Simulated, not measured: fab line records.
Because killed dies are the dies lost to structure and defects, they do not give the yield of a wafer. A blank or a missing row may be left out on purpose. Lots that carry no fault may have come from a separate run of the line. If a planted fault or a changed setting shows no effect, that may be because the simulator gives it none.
Chamber matching -- flow nand-harc -- 3 sister chambers for NHARC_A_CHANNEL_FILL_D2_CMP_10 on cmp-03
The step polishes, target thk 150 nm. 3 wafers are shown with their chamber, then 5 later ones without.

WAFERS, EACH WITH ITS CHAMBER
wafer,chamber,motor-current-A (A)
L088.2,2,14.4
L090.1,3,10.8
L090.3,1,11.8

WAFERS WITHOUT THEIR CHAMBER
wafer,motor-current-A (A)
L095.1,15.0
L095.2,11.3
L097.2,11.8
L097.3,10.5
L097.4,15.1

CHAMBER TAKEN BY EACH
wafer,from the rows above,in truth
L095.1,2,2
L095.2,can't be placed: 1 or 3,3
L097.2,1,1
L097.3,3,3
L097.4,2,2
Correct placement for 4 of the 5. Unplaceable from these rows: 1, with the true chamber sitting among the candidates in 1. Placed wrongly: 0.
How it was worked out, from the rows above alone: a wafer's distance from a chamber is the root of the sum, over the readings, of the square of ((its reading less the chamber's mean) divided by the reading's scatter). If the next closest chamber is less than 2 further off than the closest, the wafer can't be placed; otherwise it belongs to the closest. For every chamber, the mean is computed from those of its wafers that are shown. The scatter: with one shown wafer a chamber, the root of the mean of the squares of how far each hidden wafer lies from its nearest shown one.
